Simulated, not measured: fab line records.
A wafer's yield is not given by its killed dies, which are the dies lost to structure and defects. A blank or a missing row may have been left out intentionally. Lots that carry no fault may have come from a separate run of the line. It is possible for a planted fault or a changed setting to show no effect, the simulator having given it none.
Which of the tools did it? || flow n5-finfet || 11 lots, 33 wafers sampled, at 4 steps of a route of 1938

WHAT THE GAUGES SHOWED, per wafer
N5_BEOL_M8_CD_MEAS_35: target cd 40 nm.
{"lot": "L220", "measured": "day 9 17:25", "on": "cd-sem-01", "cd-nm (nm)": "40.1 40.1 39.9"}
{"lot": "L221", "measured": "day 9 20:40", "on": "cd-sem-01", "cd-nm (nm)": "40.4 41.2 40.3"}
{"lot": "L222", "measured": "day 9 20:56", "on": "cd-sem-03", "cd-nm (nm)": "39.8 38.8 40.0"}
{"lot": "L224", "measured": "day 10 16:06", "on": "cd-sem-02", "cd-nm (nm)": "41.0 40.9 41.0"}
{"lot": "L233", "measured": "day 13 06:05", "on": "cd-sem-02", "cd-nm (nm)": "41.0 39.5 40.4"}
{"lot": "L235", "measured": "day 13 17:05", "on": "cd-sem-02", "cd-nm (nm)": "40.0 40.6 40.0"}
{"lot": "L237", "measured": "day 13 19:18", "on": "cd-sem-01", "cd-nm (nm)": "42.0 40.9 41.1"}
{"lot": "L238", "measured": "day 14 07:58", "on": "cd-sem-01", "cd-nm (nm)": "41.4 41.2 42.0"}
{"lot": "L241", "measured": "day 14 12:56", "on": "cd-sem-03", "cd-nm (nm)": "39.5 40.3 39.8"}
{"lot": "L240", "measured": "day 15 04:55", "on": "cd-sem-01", "cd-nm (nm)": "40.2 39.7 39.3"}
{"lot": "L243", "measured": "day 16 16:44", "on": "cd-sem-02", "cd-nm (nm)": "39.8 39.6 39.1"}

N5_BEOL_M9_CD_MEAS_11: target cd 64.1 nm.
{"lot": "L220", "measured": "day 9 21:35", "on": "cd-sem-02", "cd-nm (nm)": "63.6 63.3 64.2"}
{"lot": "L221", "measured": "day 10 01:10", "on": "cd-sem-03", "cd-nm (nm)": "63.1 63.5 62.7"}
{"lot": "L222", "measured": "day 10 01:35", "on": "cd-sem-03", "cd-nm (nm)": "63.2 63.8 63.8"}
{"lot": "L224", "measured": "day 10 23:17", "on": "cd-sem-01", "cd-nm (nm)": "64.4 63.6 63.7"}
{"lot": "L233", "measured": "day 13 10:30", "on": "cd-sem-01", "cd-nm (nm)": "64.4 63.5 64.0"}
{"lot": "L235", "measured": "day 13 22:48", "on": "cd-sem-02", "cd-nm (nm)": "63.3 64.8 63.6"}
{"lot": "L237", "measured": "day 14 01:47", "on": "cd-sem-01", "cd-nm (nm)": "63.2 63.7 64.5"}
{"lot": "L238", "measured": "day 14 14:02", "on": "cd-sem-02", "cd-nm (nm)": "64.5 63.5 65.1"}
{"lot": "L241", "measured": "day 14 18:41", "on": "cd-sem-02", "cd-nm (nm)": "62.9 64.3 64.0"}
{"lot": "L240", "measured": "day 15 10:43", "on": "cd-sem-01", "cd-nm (nm)": "63.4 63.3 63.1"}
{"lot": "L243", "measured": "day 16 23:19", "on": "cd-sem-02", "cd-nm (nm)": "63.3 63.7 64.1"}

WHICH TOOL RAN EACH LOT (tool, then ch and the chambers of the sampled wafers, then the start)
{"lot": "L220", "N5_BEOL_M9_CURE_71": "uv-cure-03 ch 2, day 9 19:38", "N5_BEOL_M9_PECVD_70": "pecvd-01 ch 0,1, day 9 20:06"}
{"lot": "L221", "N5_BEOL_M9_CURE_71": "uv-cure-03 ch 1, day 9 22:57", "N5_BEOL_M9_PECVD_70": "pecvd-01 ch 0,1, day 9 23:30"}
{"lot": "L222", "N5_BEOL_M9_CURE_71": "uv-cure-03 ch 2, day 10 00:17", "N5_BEOL_M9_PECVD_70": "pecvd-01 ch 1, day 10 00:49"}
{"lot": "L224", "N5_BEOL_M9_CURE_71": "uv-cure-01 ch 1, day 10 19:26", "N5_BEOL_M9_PECVD_70": "pecvd-01 ch 0,1,2, day 10 19:49"}
{"lot": "L233", "N5_BEOL_M9_CURE_71": "uv-cure-03 ch 1, day 13 09:10", "N5_BEOL_M9_PECVD_70": "pecvd-03 ch 0,1,2, day 13 09:38"}
{"lot": "L235", "N5_BEOL_M9_CURE_71": "uv-cure-02 ch 1, day 13 20:08", "N5_BEOL_M9_PECVD_70": "pecvd-01 ch 1,2, day 13 20:41"}
{"lot": "L237", "N5_BEOL_M9_CURE_71": "uv-cure-02 ch 1, day 13 23:26", "N5_BEOL_M9_PECVD_70": "pecvd-01 ch 1,2, day 13 23:59"}
{"lot": "L238", "N5_BEOL_M9_CURE_71": "uv-cure-03 ch 2, day 14 12:01", "N5_BEOL_M9_PECVD_70": "pecvd-03 ch 0,1,2, day 14 12:34"}
{"lot": "L241", "N5_BEOL_M9_CURE_71": "uv-cure-02 ch 1, day 14 16:47", "N5_BEOL_M9_PECVD_70": "pecvd-01 ch 1,2, day 14 17:16"}
{"lot": "L240", "N5_BEOL_M9_CURE_71": "uv-cure-01 ch 0, day 15 08:04", "N5_BEOL_M9_PECVD_70": "pecvd-01 ch 0,1,2, day 15 08:32"}
{"lot": "L243", "N5_BEOL_M9_CURE_71": "uv-cure-01 ch 1, day 16 21:42", "N5_BEOL_M9_PECVD_70": "pecvd-03 ch 1,2, day 16 22:15"}
- N5_BEOL_M9_CURE_71: cures SiCOH lowk, time 240 s.
- N5_BEOL_M9_PECVD_70: deposits SiO2 from TEOS/O2, target thk 20 nm, time 22.7 s.

AS READ BY THE TOOLS THEMSELVES (means over the sampled wafers that have a number; for cases with no such wafer, the mark the record gives instead)
N5_BEOL_M9_CURE_71.
{"lot": "L220", "tool": "uv-cure-03", "lamp-power-pct (%)": 52.29, "wafer_temp_C_max": 386.4}
{"lot": "L221", "tool": "uv-cure-03", "lamp-power-pct (%)": 52.37, "wafer_temp_C_max": 386.5}
{"lot": "L222", "tool": "uv-cure-03", "lamp-power-pct (%)": 52.29, "wafer_temp_C_max": 386.5}
{"lot": "L224", "tool": "uv-cure-01", "lamp-power-pct (%)": 52.29, "wafer_temp_C_max": 386.4}
{"lot": "L233", "tool": "uv-cure-03", "lamp-power-pct (%)": 52.32, "wafer_temp_C_max": 386.3}
{"lot": "L235", "tool": "uv-cure-02", "lamp-power-pct (%)": 52.30, "wafer_temp_C_max": 389.1}
{"lot": "L237", "tool": "uv-cure-02", "lamp-power-pct (%)": 52.29, "wafer_temp_C_max": 388.6}
{"lot": "L238", "tool": "uv-cure-03", "lamp-power-pct (%)": 52.29, "wafer_temp_C_max": 385.9}
{"lot": "L241", "tool": "uv-cure-02", "lamp-power-pct (%)": 52.36, "wafer_temp_C_max": 387.5}
{"lot": "L240", "tool": "uv-cure-01", "lamp-power-pct (%)": 52.31, "wafer_temp_C_max": 387.9}
{"lot": "L243", "tool": "uv-cure-01", "lamp-power-pct (%)": 52.35, "wafer_temp_C_max": 385.9}

N5_BEOL_M9_PECVD_70.
{"lot": "L220", "tool": "pecvd-01", "heater-power-outer-w (W)": 482, "heater-power-w (W)": 819, "showerhead-plenum-p-Torr (Torr)": 8.79, "susceptor-temp-C (C)": 399.94, "throttle-valve-pct (%)": 22.0}
{"lot": "L221", "tool": "pecvd-01", "heater-power-outer-w (W)": 470, "heater-power-w (W)": 787, "showerhead-plenum-p-Torr (Torr)": 8.83, "susceptor-temp-C (C)": 399.84, "throttle-valve-pct (%)": 22.8}
{"lot": "L222", "tool": "pecvd-01", "heater-power-outer-w (W)": 476, "heater-power-w (W)": 806, "showerhead-plenum-p-Torr (Torr)": 8.75, "susceptor-temp-C (C)": 407.83, "throttle-valve-pct (%)": 21.2}
{"lot": "L224", "tool": "pecvd-01", "heater-power-outer-w (W)": 460, "heater-power-w (W)": 808, "showerhead-plenum-p-Torr (Torr)": 8.80, "susceptor-temp-C (C)": 408.02, "throttle-valve-pct (%)": 21.3}
{"lot": "L233", "tool": "pecvd-03", "heater-power-outer-w (W)": 393, "heater-power-w (W)": 701, "showerhead-plenum-p-Torr (Torr)": 8.83, "susceptor-temp-C (C)": 399.74, "throttle-valve-pct (%)": 22.5}
{"lot": "L235", "tool": "pecvd-01", "heater-power-outer-w (W)": 449, "heater-power-w (W)": 773, "showerhead-plenum-p-Torr (Torr)": 8.77, "susceptor-temp-C (C)": 400.32, "throttle-valve-pct (%)": 20.6}
{"lot": "L237", "tool": "pecvd-01", "heater-power-outer-w (W)": 403, "heater-power-w (W)": 725, "showerhead-plenum-p-Torr (Torr)": 8.76, "susceptor-temp-C (C)": 400.10, "throttle-valve-pct (%)": 20.6}
{"lot": "L238", "tool": "pecvd-03", "heater-power-outer-w (W)": 405, "heater-power-w (W)": 707, "showerhead-plenum-p-Torr (Torr)": 8.82, "susceptor-temp-C (C)": 400.05, "throttle-valve-pct (%)": 22.6}
{"lot": "L241", "tool": "pecvd-01", "heater-power-outer-w (W)": 406, "heater-power-w (W)": 722, "showerhead-plenum-p-Torr (Torr)": 8.77, "susceptor-temp-C (C)": 399.94, "throttle-valve-pct (%)": 20.4}
{"lot": "L240", "tool": "pecvd-01", "heater-power-outer-w (W)": 422, "heater-power-w (W)": 746, "showerhead-plenum-p-Torr (Torr)": 8.81, "susceptor-temp-C (C)": 399.99, "throttle-valve-pct (%)": 21.6}
{"lot": "L243", "tool": "pecvd-03", "heater-power-outer-w (W)": 379, "heater-power-w (W)": 685, "showerhead-plenum-p-Torr (Torr)": 8.83, "susceptor-temp-C (C)": 399.95, "throttle-valve-pct (%)": 23.4}

THE ANSWER, worked out from the rows above alone
Rule: what is usual is taken from the lots themselves. Put in order of their means at a reading, lots are off if they are a third of the lots or fewer, leave a main group of 4 or more, and stand apart from it by a gap of 3 or more times the standard deviation of the main group's means; of several such gaps the widest counts. A main group whose means are all the same, to the digits that the tables above print for the reading, isn't used. Also off: a lot with no number at a reading for which 4 or more lots have one. Where the step has rows for the other lots, those lots are counted as sound. First the gauges in route order, then the tools' own readings, where a lot's mean is used as printed above. The first step at which some lot is off is used, and at that step the reading that is off furthest; a lot without a number counts as furthest.
Off: L222, L224, at N5_BEOL_M9_PECVD_70 (susceptor-temp-C). Mean 399.99 C and standard deviation 0.15 in the main group.
If a tool, at that step or one of the process steps before it, ran each lot that is off and ran no sound lot following the first of them, it fits. Of those tried, none fits.

WHAT WAS PUT IN BY THE SIMULATOR
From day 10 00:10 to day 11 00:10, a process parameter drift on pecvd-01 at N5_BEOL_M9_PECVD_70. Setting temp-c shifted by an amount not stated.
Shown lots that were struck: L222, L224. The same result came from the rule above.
